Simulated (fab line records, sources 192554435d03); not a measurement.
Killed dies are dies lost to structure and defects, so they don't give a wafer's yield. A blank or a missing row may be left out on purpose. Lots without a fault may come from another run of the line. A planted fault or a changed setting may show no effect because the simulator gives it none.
Chamber matching | flow n5_finfet | N5_BEOL_M9_DESCUM_33 on rie_diel-05: 4 sister chambers
The step chemistry O2, time 7 s. 8 wafers are shown with their chamber, then 12 later ones without.

WAFERS WITH THEIR CHAMBER
wafer  | chamber | drypump_motor_current_A (A) | throttle_valve_pct (%)
L090.5 | 0       | 5.4                         | 20.60
L091.2 | 3       | 5.6                         | 21.01
L091.4 | 1       | 6.8                         | 20.73
L091.5 | 2       | 5.5                         | 20.05
L091.6 | 3       | 5.6                         | 21.01
L092.1 | 2       | 5.5                         | 20.06
L092.2 | 1       | 6.7                         | 20.72
L092.3 | 0       | 5.4                         | 20.25

WAFERS WITHOUT THEIR CHAMBER
wafer  | drypump_motor_current_A (A) | throttle_valve_pct (%)
L092.4 | 5.4                         | 20.22
L092.5 | 6.7                         | 20.74
L092.6 | 5.5                         | 20.07
L093.1 | 5.4                         | 20.24
L093.4 | 5.5                         | 20.06
L093.6 | 5.4                         | 20.23
L096.1 | 5.6                         | 21.01
L096.3 | 5.4                         | 20.24
L096.5 | 5.6                         | 21.02
L095.3 | 5.6                         | 21.01
L095.5 | 5.5                         | 20.08
L095.6 | 5.6                         | 21.03

WHICH CHAMBER EACH WENT THROUGH
wafer  | from the rows above     | in truth
L092.4 | can't be placed: 0 or 2 | 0
L092.5 | 1                       | 1
L092.6 | 2                       | 2
L093.1 | can't be placed: 0 or 2 | 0
L093.4 | 2                       | 2
L093.6 | can't be placed: 0 or 2 | 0
L096.1 | 3                       | 3
L096.3 | can't be placed: 0 or 2 | 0
L096.5 | 3                       | 3
L095.3 | 3                       | 3
L095.5 | 2                       | 2
L095.6 | 3                       | 3
Placed correctly: 8 of 12. Can't be placed from these rows: 4 (the true chamber is among the candidates in 4). Placed wrongly: 0.
How it was worked out, from the rows above alone: a wafer's distance from a chamber is the root of the sum, over the readings, of the square of ((its reading less the chamber's mean) divided by the reading's scatter). The wafer belongs to the nearest chamber; if the next one is less than 2 further off, it can't be placed. A chamber's mean is the mean of its shown wafers. The scatter: the root of (the sum of the squares of (reading less its chamber's mean) over the shown wafers, divided by (wafers less chambers)).
